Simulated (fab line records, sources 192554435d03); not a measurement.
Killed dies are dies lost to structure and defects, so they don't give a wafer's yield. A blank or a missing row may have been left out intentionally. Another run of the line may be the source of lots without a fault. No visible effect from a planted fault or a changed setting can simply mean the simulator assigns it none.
A lot that was struck, set against a sound lot + flow n5-finfet + 25 out of 1938 route steps
Sound: these wafers, L800.4, L800.5, L800.6. Wafers struck: L788.1, L788.3, L788.6. The cause is named last.
Order at every step that has rows: each side's tool, ch and its chambers, its first start. Under that, the readings that differ: sound wafers + struck wafers + difference of the means + sigmas: that difference in standard deviations of wafers without a fault.
alike: same words and numbers on both sides, and readings whose means sit less than 2 such deviations apart. not compared: any withheld reading, any reading some wafer has no value for, any bound like >300 that may hide the same value, and any number with overlapping values for which the record gives no deviation.
Wherever a step has rows on one side only, a row that says differs or no value, or a row with sigmas, the two part there. When numbers do not overlap yet have no deviation, they are printed without sigmas and do not part them. A reading missing from all wafers of one side parts the sides only when that side holds two or more wafers.

first, 11 steps without rows for these wafers: N5_BEOL_M13_ETCH_59 (etches BARC in N2/H2, target depth 89 nm, overetch 26.7 nm, time 67.9 s); N5_BEOL_M13_VIA_ETCH_16 (etches SiOC in C4F8/O2/Ar, target depth 921.7 nm); N5_BEOL_M13_STRIP_63 (strips in N2/H2); N5_BEOL_M13_STRIP_64 (strips in N2/H2); N5_BEOL_M13_STRIP_71 (strips in post etch residue remover, time 60 s); N5_BEOL_M13_SRD_72 (time 30 s, dry time 30 s); N5_BEOL_M13_COAT_65 (time 60 s, resist thk 350 nm); N5_BEOL_M13_COAT_66 (time 60 s, resist thk 110 nm); N5_BEOL_M13_COAT_22 (resist thk 300 nm); N5_BEOL_M13_EBR_24; N5_BEOL_M13_SOFTBAKE_23 (time 60 s).
N5_BEOL_M13_EXPOSE_25: exposes mask M13, target cd 210 nm.
  sound on krf-scanner-02 ch 0, day 16 19:54; struck on krf-scanner-01 ch 0, day 13 20:49
| reading              | sound                | struck               | difference | sigmas |
|----------------------|----------------------|----------------------|------------|--------|
| exposure-dose-mJ-cm2 | 22.009 21.992 21.988 | 22.760 22.760 22.743 | +0.758     | +36    |
  alike: mask, stage-vel-mm-s
then, 3 steps without rows for these wafers: N5_BEOL_M13_PEB_26 (peb time 90 s); N5_BEOL_M13_DEVELOP_27 (develop time 45 s); N5_BEOL_M13_HARDBAKE_32 (time 120 s).
N5_BEOL_M13_CD_MEAS_28: the cd target is 209.5 nm.
  sound on cd-sem-01 ch 0, day 16 20:04; struck on cd-sem-02 ch 0, day 13 20:59
| reading    | sound             | struck            | difference | sigmas |
|------------|-------------------|-------------------|------------|--------|
| cd-nm (nm) | 209.5 210.0 209.4 | 214.0 215.0 215.4 | +5.2       | +6     |
N5_BEOL_M13_DESCUM_33: chemistry O2, time 7.9 s.
  sound on rie-diel-06 ch 0,1,2, day 16 20:22; struck on rie-diel-06 ch 0,2, day 13 21:04
| reading                   | sound         | struck          | difference | sigmas |
|---------------------------|---------------|-----------------|------------|--------|
| model.BEOL_M13.cd-nm (nm) | 209 210 209.2 | 214 214.8 215.2 | +5         |        |
  alike: drypump-motor-current-A, oes-product-au, rf-vpp-V, showerhead-plenum-p-Torr, throttle-valve-pct
  not compared: rf-hours-counter-h
then, 6 steps without rows for these wafers: N5_BEOL_M13_ETCH_67 (etches SiARC in CF4, target depth 143 nm, time 238.3 s); N5_BEOL_M13_ETCH_68 (etches SOC in N2/H2, time 355 s); N5_BEOL_M13_STRIP_69 (strips in N2/H2); N5_BEOL_M13_TRENCH_ETCH_34 (etches SiOC in C4F8/O2/Ar, target depth 413.47 nm, time 162.6 s); N5_BEOL_M13_STRIP_70 (strips in C4F8/O2/Ar); N5_BEOL_M13_STRIP_37 (strips in N2/H2).
N5_BEOL_M13_ETCH_38: etches SiCN in CF4/N2, target depth 67.5 nm, time 71.9 s.
  sound on rie-diel-06 ch 0,2,3, day 16 21:40; struck on rie-diel-06 ch 0,2,3, day 13 22:35
| reading                   | sound           | struck            | difference | sigmas |
|---------------------------|-----------------|-------------------|------------|--------|
| model.BEOL_M13.cd-nm (nm) | 209 209.8 209.4 | 215.6 214.6 216.2 | +6.1       |        |
  alike: drypump-motor-current-A, oes-product-au, rf-vpp-V, showerhead-plenum-p-Torr, throttle-valve-pct
  not compared: rf-hours-counter-h
then, 1 step without rows for these wafers: N5_BEOL_M13_PRECLEAN_39 (cleans in residue remover, time 60 s).

WHERE THEY PART
Last at N5_BEOL_M13_CD_MEAS_28 as far as this record goes, first at N5_BEOL_M13_EXPOSE_25. Later steps at which nothing parts them and some readings are alike: N5_BEOL_M13_DESCUM_33, N5_BEOL_M13_ETCH_38.

WHY: whatever the simulator had introduced
Process parameters drifting: krf-scanner-01 at N5_BEOL_M13_EXPOSE_25, beginning at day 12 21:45. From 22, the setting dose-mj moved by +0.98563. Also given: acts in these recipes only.
